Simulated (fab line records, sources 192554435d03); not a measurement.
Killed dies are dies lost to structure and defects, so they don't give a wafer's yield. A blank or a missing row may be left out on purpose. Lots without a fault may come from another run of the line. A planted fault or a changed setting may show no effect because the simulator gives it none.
Which tool did it? | flow n5_finfet | 9 lots, 24 wafers sampled, at 6 steps of a route of 1938

WHAT THE GAUGES READ, wafer by wafer
N5_STI_FIN_REVEAL_FIN_H_MEAS_10.
lot  | measured    | on     | trench_depth_nm (nm)
L597 | day 2 15:24 | ocd-01 | 50.4 50.9 50.8
L601 | day 3 15:32 | ocd-01 | 52.6 53.6
L603 | day 4 01:02 | ocd-01 | 53.1 52.2
L605 | day 4 13:55 | ocd-01 | 51.8 52.3 51.4
L611 | day 6 03:06 | ocd-01 | 51.8 44.5
L613 | day 6 13:42 | ocd-02 | 53.2 44.5 51.3
L617 | day 7 15:54 | ocd-02 | 50.4 51.3 50.3
L619 | day 8 04:50 | ocd-01 | 51.5 52.7 51.8
L620 | day 8 07:34 | ocd-01 | 51.8 52.2 52.1

N5_BEOL_M4_RC_MEAS_101.
lot  | measured     | on        | DIBL_N (mV/V)  | DIBL_P (mV/V)  | IOFF_N (nA/um)     | IOFF_N_85C (nA/um) | IOFF_N_LIN (nA/um) | IOFF_P (nA/um) | IOFF_P_85C (nA/um) | IOFF_P_LIN (nA/um) | ION_N (uA/um) | ION_P (uA/um) | REXT_N (ohm.um) | REXT_P (ohm.um)   | SS_N (mV/dec)   | SS_P (mV/dec)  | VT_N (mV)         | VT_P (mV)
L597 | day 9 10:20  | prober-01 | 38.5 37.8 37.9 | 39.9 36.8 37.4 | 0.219 0.196 0.190  | 4.1 3.7 3.6        | 0.099 0.086 0.083  | 0.27 0.21 0.21 | 4.4 3.6 3.6        | 0.116 0.097 0.098  | 677 677 665   | 463 455 452   | 75.2 74.6 74.4  | 98.3 99.2 98.9    | 71.9 72.8 72.8  | 75.0 73.8 74.1 | 242.7 249.7 250.0 | -249 -251 -253
L601 | day 9 19:14  | prober-02 | 38.7 37.0      | 39.5 37.7      | 0.200 0.170        | 3.8 3.4            | 0.092 0.083        | 0.23 0.21      | 3.8 3.5            | 0.100 0.094        | 693 694       | 465 473       | 73.3 73.2       | 102.3 102.1       | 72.1 71.2       | 74.2 73.7      | 246.4 248.1       | -250 -253
L603 | day 10 17:08 | prober-02 | 37.6 38.4      | 35.5 36.2      | 0.155 0.171        | 3.1 3.3            | 0.075 0.081        | 0.22 0.22      | 3.7 3.8            | 0.106 0.105        | 688 690       | 474 471       | 74.6 74.7       | 103.5 105.3       | 70.3 71.1       | 73.1 73.4      | 249.2 250.3       | -248 -246
L605 | day 11 02:13 | prober-02 | 36.7 33.3 37.8 | 36.4 32.6 36.6 | 0.161 0.110 0.167  | 3.2 2.3 3.3        | 0.076 0.056 0.075  | 0.22 0.17 0.23 | 3.7 3.0 3.9        | 0.102 0.086 0.106  | 684 675 667   | 468 465 461   | 73.4 72.6 74.7  | 99.1 97.3 97.8    | 72.4 70.9 72.5  | 73.9 72.2 73.8 | 250.9 255.0 252.5 | -247 -251 -246
L611 | day 12 18:08 | prober-01 | 36.4 76.8      | 36.5 52.0      | 0.190 11.622       | 3.6 114.8          | 0.088 0.288        | 0.23 2.01      | 3.9 24.7           | 0.108 0.205        | 687 627       | 469 422       | 79.4 84.5       | 101.1 106.3       | 71.2 122.8      | 73.5 91.2      | 245.3 240.3       | -252 -244
L613 | day 13 14:19 | prober-02 | 37.2 94.3 38.0 | 36.5 47.9 36.4 | 0.184 16.687 0.185 | 3.5 154.9 3.6      | 0.085 0.298 0.082  | 0.24 1.82 0.23 | 4.1 22.1 4.0       | 0.114 0.176 0.109  | 702 614 687   | 483 411 467   | 77.6 82.5 76.0  | 100.7 109.6 102.8 | 71.8 142.9 72.3 | 73.5 92.4 73.7 | 245.4 245.5 245.8 | -248 -249 -250
L617 | day 14 17:25 | prober-02 | 38.4 35.8 39.0 | 37.8 33.4 37.1 | 0.196 0.134 0.208  | 3.6 2.6 3.8        | 0.086 0.062 0.083  | 0.23 0.17 0.23 | 3.9 3.0 3.9        | 0.108 0.088 0.107  | 676 666 665   | 461 454 457   | 76.4 75.3 75.2  | 103.4 102.6 104.0 | 72.1 70.3 72.7  | 73.7 72.7 73.9 | 247.2 250.9 247.2 | -247 -251 -250
L619 | day 14 22:58 | prober-02 | 37.2 35.6 36.6 | 37.9 36.8 37.2 | 0.162 0.142 0.151  | 3.1 2.8 2.9        | 0.073 0.067 0.069  | 0.22 0.20 0.22 | 3.8 3.5 3.8        | 0.103 0.098 0.104  | 671 679 670   | 459 464 461   | 78.7 78.4 78.0  | 102.0 100.8 99.7  | 72.3 71.2 71.8  | 73.8 72.9 73.7 | 250.7 250.5 252.0 | -250 -249 -248
L620 | day 15 10:07 | prober-01 | 33.6 31.6 30.2 | 33.7 31.8 30.0 | 0.126 0.110 0.091  | 2.5 2.2 1.9        | 0.060 0.054 0.047  | 0.18 0.16 0.14 | 3.2 2.9 2.6        | 0.093 0.084 0.078  | 668 667 652   | 463 462 455   | 73.8 73.0 73.2  | 97.3 97.2 98.7    | 72.0 70.6 70.8  | 72.9 72.2 71.9 | 252.8 253.3 257.4 | -250 -254 -254

WHICH TOOL RAN EACH LOT (tool, then ch and the chambers of the sampled wafers, then the start)
lot  | N5_FIN_CUT_CUT_ETCH_15          | N5_FIN_CUT_CUT_ETCH_28          | N5_STI_FIN_REVEAL_DENSIFY_30    | N5_STI_FIN_REVEAL_ETCHBACK_08
L597 | rie_si-01 ch 0,1,3, day 2 06:16 | rie_si-01 ch 0,1,3, day 2 06:19 | rtp_anneal-02 ch 0, day 2 12:14 | rie_diel-03 ch 0,3, day 2 12:26
L601 | rie_si-04 ch 0,2, day 3 05:23   | rie_si-04 ch 0,2, day 3 05:26   | rtp_anneal-02 ch 0, day 3 12:23 | rie_diel-05 ch 2,3, day 3 12:35
L603 | rie_si-02 ch 0,1, day 3 15:56   | rie_si-02 ch 0,1, day 3 16:00   | rtp_anneal-02 ch 0, day 3 21:41 | rie_diel-05 ch 0,3, day 3 21:54
L605 | rie_si-02 ch 0,2, day 4 04:37   | rie_si-02 ch 0,2, day 4 04:40   | rtp_anneal-02 ch 0, day 4 10:44 | rie_diel-05 ch 0,1,3, day 4 10:57
L611 | rie_si-02 ch 0,2, day 5 17:58   | rie_si-02 ch 0,2, day 5 18:01   | rtp_anneal-02 ch 0, day 5 23:56 | rie_diel-05 ch 0,2, day 6 00:09
L613 | rie_si-04 ch 0,2,3, day 6 04:19 | rie_si-04 ch 0,2,3, day 6 04:22 | rtp_anneal-01 ch 0, day 6 10:16 | rie_diel-05 ch 0,1,3, day 6 10:45
L617 | rie_si-01 ch 0,1,2, day 7 06:19 | rie_si-01 ch 0,1,2, day 7 06:22 | rtp_anneal-01 ch 0, day 7 12:22 | rie_diel-04 ch 2,3, day 7 12:32
L619 | rie_si-04 ch 0,2,3, day 7 18:13 | rie_si-04 ch 0,2,3, day 7 18:17 | rtp_anneal-02 ch 0, day 8 01:19 | rie_diel-03 ch 0,2,3, day 8 01:32
L620 | rie_si-01 ch 0,2,3, day 7 22:03 | rie_si-01 ch 0,2,3, day 7 22:06 | rtp_anneal-02 ch 0, day 8 04:08 | rie_diel-03 ch 0,1,3, day 8 04:25
- N5_FIN_CUT_CUT_ETCH_15: etches Si in HBr/Cl2/O2, target depth 100 nm, bt time 10 s, time 42.4 s.
- N5_FIN_CUT_CUT_ETCH_28: etches Si in HBr/Cl2/O2, target depth 6 nm, time 2.4 s.
- N5_STI_FIN_REVEAL_DENSIFY_30
- N5_STI_FIN_REVEAL_ETCHBACK_08: etches SiO2 in C4F6/O2, target depth 30.5 nm, time 10.167 s.

WHAT THE TOOLS THEMSELVES READ (means of the sampled wafers that have a number; where no wafer has one, the mark that the record gives instead)
N5_FIN_CUT_CUT_ETCH_15.
lot  | tool      | O2_flow_sccm (sccm) | drypump_motor_current_A (A) | oes_product_au (a.u.) | throttle_valve_pct (%)
L597 | rie_si-01 | 12.02               | 5.4                         | 1.004                 | 37.1
L601 | rie_si-04 | 12.02               | 5.8                         | 1.000                 | 37.2
L603 | rie_si-02 | 12.02               | 5.4                         | 1.004                 | 37.0
L605 | rie_si-02 | 12.03               | 5.7                         | 0.987                 | 37.2
L611 | rie_si-02 | 12.00               | 5.8                         | 0.996                 | 37.2
L613 | rie_si-04 | 12.00               | 5.7                         | 0.995                 | 37.2
L617 | rie_si-01 | 12.05               | 5.7                         | 1.012                 | 37.0
L619 | rie_si-04 | 12.02               | 5.7                         | 1.001                 | 37.2
L620 | rie_si-01 | 12.00               | 5.1                         | 0.997                 | 37.1

N5_FIN_CUT_CUT_ETCH_28.
lot  | tool      | O2_flow_sccm (sccm) | drypump_motor_current_A (A) | oes_product_au (a.u.) | throttle_valve_pct (%)
L597 | rie_si-01 | 12.03               | 5.4                         | 1.001                 | 37.1
L601 | rie_si-04 | 12.02               | 5.8                         | 1.002                 | 37.2
L603 | rie_si-02 | 11.99               | 5.4                         | 1.008                 | 37.0
L605 | rie_si-02 | 12.02               | 5.6                         | 0.990                 | 37.2
L611 | rie_si-02 | 12.02               | 5.8                         | 0.992                 | 37.2
L613 | rie_si-04 | 12.02               | 5.7                         | 1.002                 | 37.2
L617 | rie_si-01 | 12.01               | 5.7                         | 1.008                 | 37.0
L619 | rie_si-04 | 12.01               | 5.7                         | 0.995                 | 37.2
L620 | rie_si-01 | 11.98               | 5.1                         | 1.001                 | 37.0

N5_STI_FIN_REVEAL_DENSIFY_30.
lot  | tool          | lamp_power_pct (%)
L597 | rtp_anneal-02 | 11.55
L601 | rtp_anneal-02 | 11.50
L603 | rtp_anneal-02 | 11.50
L605 | rtp_anneal-02 | 11.54
L611 | rtp_anneal-02 | 11.54
L613 | rtp_anneal-01 | 11.54
L617 | rtp_anneal-01 | 11.47
L619 | rtp_anneal-02 | 11.51
L620 | rtp_anneal-02 | 11.53

N5_STI_FIN_REVEAL_ETCHBACK_08.
lot  | tool        | O2_flow_sccm (sccm) | drypump_motor_current_A (A) | oes_product_au (a.u.) | rf_vpp_V (V) | showerhead_plenum_p_Torr (Torr) | throttle_valve_pct (%)
L597 | rie_diel-03 | 9.973               | 5.3                         | 0.68                  | 669          | 2.78                            | 21.30
L601 | rie_diel-05 | 10.015              | 6.2                         | 0.92                  | 664          | 2.83                            | 20.81
L603 | rie_diel-05 | 10.002              | 5.4                         | 0.94                  | 660          | 2.84                            | 20.84
L605 | rie_diel-05 | 10.009              | 5.4                         | 0.87                  | 660          | 2.88                            | 21.04
L611 | rie_diel-05 | 10.002              | 5.8                         | 0.91                  | 667          | 2.90                            | 20.90
L613 | rie_diel-05 | 9.989               | 5.4                         | 0.84                  | 660          | 2.87                            | 21.06
L617 | rie_diel-04 | 9.992               | 5.8                         | 0.73                  | 651          | 2.88                            | 21.37
L619 | rie_diel-03 | 10.006              | 5.3                         | 0.90                  | 669          | 2.88                            | 21.13
L620 | rie_diel-03 | 9.973               | 5.2                         | 0.90                  | 672          | 2.87                            | 21.16

THE ANSWER, worked out from the rows above alone
Rule: what is usual is taken from the lots themselves. Put in order of their means at a reading, lots are off if they are a third of the lots or fewer, leave a main group of 4 or more, and stand apart from it by a gap of 3 or more times the standard deviation of the main group's means; of several such gaps the widest counts. A main group whose means are all the same, to the digits that the tables above print for the reading, isn't used. A lot without any number at a reading at which 4 lots or more have one is off too. The other lots that the step has rows for count as sound. The gauges are gone through in route order, then the tools' own readings, and for those a lot's mean is taken as printed above. The first step at which some lot is off is used, and at that step the reading that is off furthest; a lot without a number counts as furthest.
Off: L611, L613, at N5_BEOL_M4_RC_MEAS_101 (IOFF_N). The main group: mean 0.162 nA/um, standard deviation 0.028.
A tool fits if, at a process step before that reading, it ran every lot that is off, and no sound lot after the first of them. The gauges at N5_BEOL_M4_RC_MEAS_101 are tried like those tools. One fits: rie_diel-05 at N5_STI_FIN_REVEAL_ETCHBACK_08. Its last sound lot is L605 (day 4 10:57), its first lot that is off L611 (day 6 00:09): a fault that began between those two fits.

WHAT THE SIMULATOR HAD PUT IN
Process parameter drift: rie_diel-05, from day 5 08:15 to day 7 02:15, at N5_STI_FIN_REVEAL_ETCHBACK_08. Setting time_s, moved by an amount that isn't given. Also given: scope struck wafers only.
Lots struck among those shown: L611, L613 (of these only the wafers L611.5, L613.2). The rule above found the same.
